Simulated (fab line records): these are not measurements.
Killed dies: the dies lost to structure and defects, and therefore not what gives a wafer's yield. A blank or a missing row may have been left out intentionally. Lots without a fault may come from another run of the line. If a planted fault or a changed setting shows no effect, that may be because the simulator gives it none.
Chamber matching / flow nand_harc / NHARC_A_WL_FILL_ALD_10 on ald_hk-03: 4 sister chambers
The step deposits SiO2, target thk 50 nm, pulse time 10 s, ald cycles 500. 24 wafers are shown with their chamber, then 12 later ones without.

WAFERS PAIRED WITH THEIR CHAMBERS
wafer=L074.1; chamber=0; heater_power_w (W)=428; precursor_pulse_height_rel=0.997
wafer=L074.3; chamber=3; heater_power_w (W)=535; precursor_pulse_height_rel=1.001
wafer=L074.4; chamber=2; heater_power_w (W)=478; precursor_pulse_height_rel=1.026
wafer=L078.1; chamber=2; heater_power_w (W)=468; precursor_pulse_height_rel=0.977
wafer=L078.4; chamber=1; heater_power_w (W)=491; precursor_pulse_height_rel=0.990
wafer=L078.5; chamber=2; heater_power_w (W)=483; precursor_pulse_height_rel=0.984
wafer=L081.1; chamber=2; heater_power_w (W)=472; precursor_pulse_height_rel=1.019
wafer=L081.2; chamber=0; heater_power_w (W)=430; precursor_pulse_height_rel=0.975
wafer=L081.4; chamber=3; heater_power_w (W)=535; precursor_pulse_height_rel=0.973
wafer=L083.4; chamber=3; heater_power_w (W)=537; precursor_pulse_height_rel=0.998
wafer=L083.1; chamber=2; heater_power_w (W)=470; precursor_pulse_height_rel=0.945
wafer=L083.5; chamber=0; heater_power_w (W)=439; precursor_pulse_height_rel=0.993
wafer=L085.2; chamber=3; heater_power_w (W)=523; precursor_pulse_height_rel=0.979
wafer=L085.3; chamber=2; heater_power_w (W)=457; precursor_pulse_height_rel=1.028
wafer=L085.6; chamber=0; heater_power_w (W)=421; precursor_pulse_height_rel=1.002
wafer=L084.1; chamber=2; heater_power_w (W)=474; precursor_pulse_height_rel=0.991
wafer=L084.3; chamber=1; heater_power_w (W)=511; precursor_pulse_height_rel=1.013
wafer=L084.6; chamber=1; heater_power_w (W)=495; precursor_pulse_height_rel=0.973
wafer=L086.2; chamber=3; heater_power_w (W)=547; precursor_pulse_height_rel=0.969
wafer=L086.3; chamber=1; heater_power_w (W)=509; precursor_pulse_height_rel=0.994
wafer=L086.4; chamber=0; heater_power_w (W)=428; precursor_pulse_height_rel=0.981
wafer=L088.3; chamber=3; heater_power_w (W)=528; precursor_pulse_height_rel=0.979
wafer=L088.1; chamber=0; heater_power_w (W)=427; precursor_pulse_height_rel=0.960
wafer=L088.2; chamber=1; heater_power_w (W)=490; precursor_pulse_height_rel=1.016

SIGNATURES (means of the wafers above)
reading=heater_power_w; chamber 0=428.83; chamber 1=499.20; chamber 2=471.71; chamber 3=534.17; scatter within a chamber=8.12
reading=precursor_pulse_height_rel; chamber 0=0.98467; chamber 1=0.99720; chamber 2=0.99571; chamber 3=0.98317; scatter within a chamber=0.0212
Rule: a wafer lies at a distance from a chamber equal to the root of the sum of squares, over the readings, of (its reading less the chamber's mean, divided by the reading's scatter). The wafer belongs to the nearest chamber; if the next one is less than 2 further off, it can't be placed. The scatter: the root of (the sum of the squares of (reading less its chamber's mean) over the shown wafers, divided by (wafers less chambers)).

WAFERS WITH NO CHAMBER GIVEN
wafer=L088.4; heater_power_w (W)=479; precursor_pulse_height_rel=1.004
wafer=L088.5; heater_power_w (W)=537; precursor_pulse_height_rel=1.006
wafer=L088.6; heater_power_w (W)=426; precursor_pulse_height_rel=1.002
wafer=L089.1; heater_power_w (W)=496; precursor_pulse_height_rel=0.985
wafer=L089.4; heater_power_w (W)=491; precursor_pulse_height_rel=0.968
wafer=L089.6; heater_power_w (W)=427; precursor_pulse_height_rel=0.996
wafer=L091.4; heater_power_w (W)=422; precursor_pulse_height_rel=0.973
wafer=L091.5; heater_power_w (W)=468; precursor_pulse_height_rel=0.999
wafer=L091.6; heater_power_w (W)=504; precursor_pulse_height_rel=0.989
wafer=L095.2; heater_power_w (W)=491; precursor_pulse_height_rel=1.000
wafer=L095.1; heater_power_w (W)=544; precursor_pulse_height_rel=0.972
wafer=L095.6; heater_power_w (W)=428; precursor_pulse_height_rel=0.978

WHICH CHAMBER EACH WENT THROUGH
wafer=L088.4; from the rows above=can't be placed: 2 or 1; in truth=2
wafer=L088.5; from the rows above=3; in truth=3
wafer=L088.6; from the rows above=0; in truth=0
wafer=L089.1; from the rows above=1; in truth=1
wafer=L089.4; from the rows above=can't be placed: 1 or 2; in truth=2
wafer=L089.6; from the rows above=0; in truth=0
wafer=L091.4; from the rows above=0; in truth=0
wafer=L091.5; from the rows above=2; in truth=2
wafer=L091.6; from the rows above=1; in truth=1
wafer=L095.2; from the rows above=can't be placed: 1 or 2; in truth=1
wafer=L095.1; from the rows above=3; in truth=3
wafer=L095.6; from the rows above=0; in truth=0
Correctly placed: 9 of 12. Can't be placed from these rows: 3 (the true chamber is among the candidates in 3). Number placed wrongly: 0.
